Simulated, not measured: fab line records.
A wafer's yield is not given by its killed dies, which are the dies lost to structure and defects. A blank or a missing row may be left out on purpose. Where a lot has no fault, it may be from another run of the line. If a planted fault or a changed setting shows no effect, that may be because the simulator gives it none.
Comparing a struck lot with a sound one	flow nand-harc	25 out of 1302 route steps
Sound: the wafers L446.2, L446.3, L446.5. Struck: wafers L457.1, L457.4, L457.6. The cause is named last.
At each step with rows: each side's tool, then ch and its chambers, then its first start. Under that, the readings that differ: sound wafers	struck wafers	difference of the means	sigmas: that difference in standard deviations of wafers without a fault.
alike: a reading whose means differ by less than 2 such deviations, as well as words and numbers matching on both sides. not compared: withheld readings; readings where some wafer has no value; bounds like >300 that might hide an equal value; numbers whose values overlap and for which the record gives no deviation.
Wherever a step has rows on one side only, a row that says differs or no value, or a row with sigmas, the two part there. Non-overlapping numbers with no deviation appear without sigmas and do not part them. A reading that every wafer of one side lacks parts them only if that side has two wafers or more.

first, 1 step without rows for these wafers: NHARC_A_CHANNEL_HOLE_D2_ETCH_38 (etches the open film in CF4, target depth 39 nm, time 65 s).
NHARC_A_CHANNEL_HOLE_D2_ETCH_39: etches the open film in N2/H2, target depth 260 nm, time 325 s.
  sound: rie-diel-01 ch 2,3; struck: rie-diel-01 ch 0,1
  alike: chamber-pressure-mTorr, drypump-motor-current-A, oes-product-au, rf-vpp-V, showerhead-plenum-p-Torr, throttle-valve-pct
  not compared: rf-hours-counter-h
NHARC_A_CHANNEL_HOLE_D2_ETCH_34: etches the open film in CF4/CHF3, target depth 154 nm, time 77 s.
  sound: rie-diel-01 ch 0,1,2; struck: rie-diel-01 ch 1,2
  alike: chamber-pressure-mTorr, chf3-flow-sccm, drypump-motor-current-A, oes-product-au, rf-vpp-V, showerhead-plenum-p-Torr, throttle-valve-pct
  not compared: rf-hours-counter-h
NHARC_A_CHANNEL_HOLE_D2_ETCH_16: etches the open film in O2/COS, target depth 3100 nm, time 806 s.
  sound: rie-diel-01 ch 0,2; struck: rie-diel-01 ch 0,2,3
  alike: chamber-pressure-mTorr, cos-flow-sccm, drypump-motor-current-A, oes-product-au, rf-vpp-V, showerhead-plenum-p-Torr, throttle-valve-pct
  not compared: rf-hours-counter-h
NHARC_A_CHANNEL_HOLE_D2_CD_MEAS_18:
  sound: cd-sem-01 at day 14 18:01; struck: cd-sem-03 at day 18 02:46
  alike: cd-nm
then, 6 steps without rows for these wafers: NHARC_A_CHANNEL_HOLE_D2_ETCH_19 (etches the open film in C4F8/O2/Ar, time 34.5 s); NHARC_A_CHANNEL_HOLE_D2_ETCH_20 (etches the open film in C4F8/O2/Ar, time 361.9 s, target depth 1600 nm); NHARC_A_CHANNEL_HOLE_D2_ETCH_21 (etches the open film in C4F8/O2/Ar, time 514.3 s, target depth 1600 nm); NHARC_A_CHANNEL_HOLE_D2_ETCH_22 (etches the open film in C4F8/O2/Ar, time 666.7 s, target depth 1600 nm); NHARC_A_CHANNEL_HOLE_D2_ETCH_23 (etches the open film in C4F8/O2/Ar, time 819 s, target depth 1600 nm); NHARC_A_CHANNEL_HOLE_D2_ETCH_24 (etches the open film in C4F8/O2/Ar, time 906.2 s, target depth 1500 nm).
NHARC_A_CHANNEL_HOLE_D2_ETCH_25: etches the open film in C4F8/O2/Ar, time 1040.2 s, target depth 1500 nm.
  sound on har-etch-01 ch 1, day 14 21:07; struck on har-etch-01 ch 0,1, day 18 05:44
  alike: chamber-pressure-mTorr, drypump-motor-current-A, showerhead-plenum-p-Torr, throttle-valve-pct
  not compared: rf-hours-counter-h
NHARC_A_CHANNEL_HOLE_D2_ETCH_26: etches the open film in C4F8/O2/Ar, time 224.1 s, target depth 300 nm.
  sound on har-etch-01 ch 1, day 14 21:55; struck on har-etch-01 ch 0,1, day 18 06:38
  alike: chamber-pressure-mTorr, drypump-motor-current-A, showerhead-plenum-p-Torr, throttle-valve-pct
  not compared: rf-hours-counter-h
then, 4 steps without rows for these wafers: NHARC_A_CHANNEL_HOLE_D2_ETCH_27 (etches the open film in C4F8/O2/Ar, time 90 s, target depth 400 nm); NHARC_A_CHANNEL_HOLE_D2_STRIP_41 (strips in N2/H2); NHARC_A_CHANNEL_HOLE_D2_STRIP_42 (strips in CF4/CHF3); NHARC_A_CHANNEL_HOLE_D2_STRIP_43 (strips in O2/COS).
NHARC_A_CHANNEL_HOLE_D2_ETCH_44: etches the open film in CF4/O2, target depth 140 nm, overetch 14 nm, time 77 s.
  sound on rie-diel-01 ch 0,2, day 14 22:49; struck on rie-diel-01 ch 2,3, day 18 07:35
reading	sound	struck	difference	sigmas
throttle-valve-pct (%)	13.393 13.405 13.395	13.421 13.415 13.410	+0.018	+2
  alike: chamber-pressure-mTorr, drypump-motor-current-A, oes_o_777_au, oes-product-au, rf-vpp-V, showerhead-plenum-p-Torr
  not compared: rf-hours-counter-h
then, 3 steps without rows for these wafers: NHARC_A_CHANNEL_HOLE_D2_STRIP_28 (strips in O2); NHARC_A_CHANNEL_HOLE_D2_PRECLEAN_29 (cleans in SC1); NHARC_A_CHANNEL_HOLE_D2_SRD_30.
NHARC_A_CHANNEL_HOLE_D2_CD_MEAS_31:
  sound: cd-sem-02 at day 14 23:38; struck: cd-sem-02 at day 18 08:22
reading	sound	struck	difference	sigmas
cd-nm (nm)	89.6 90.7 92.6	88.0 88.2 87.3	-3.1	-2
following that, these wafers have no rows for 1 step: NHARC_A_CHANNEL_HOLE_D2_XSEM_32.
NHARC_A_CHANNEL_HOLE_D2_INSPECT_40:
  sound: defect-inspect-01 at day 14 23:49; struck: defect-inspect-02 at day 18 08:43
reading	sound	struck	difference	sigmas
raw-defect-count	523 396 577	1489 1589 1650	+1077	+14
  not compared: hold
-- the record jumps here: 12 days lie between the struck wafers' starts before and after (it left off in module A_CHANNEL_HOLE_D2 and takes up again in module END, whose first step shown is number 1302 of the route) --
NHARC_END_SORT_01:
  the record has rows for the struck wafers here (prober-01 ch 0, day 30 03:47) and none for the sound ones

## WHERE THEY PART
Earliest at NHARC_A_CHANNEL_HOLE_D2_ETCH_44; latest, in this record, at NHARC_END_SORT_01.

WHY: what had been put in by the simulator
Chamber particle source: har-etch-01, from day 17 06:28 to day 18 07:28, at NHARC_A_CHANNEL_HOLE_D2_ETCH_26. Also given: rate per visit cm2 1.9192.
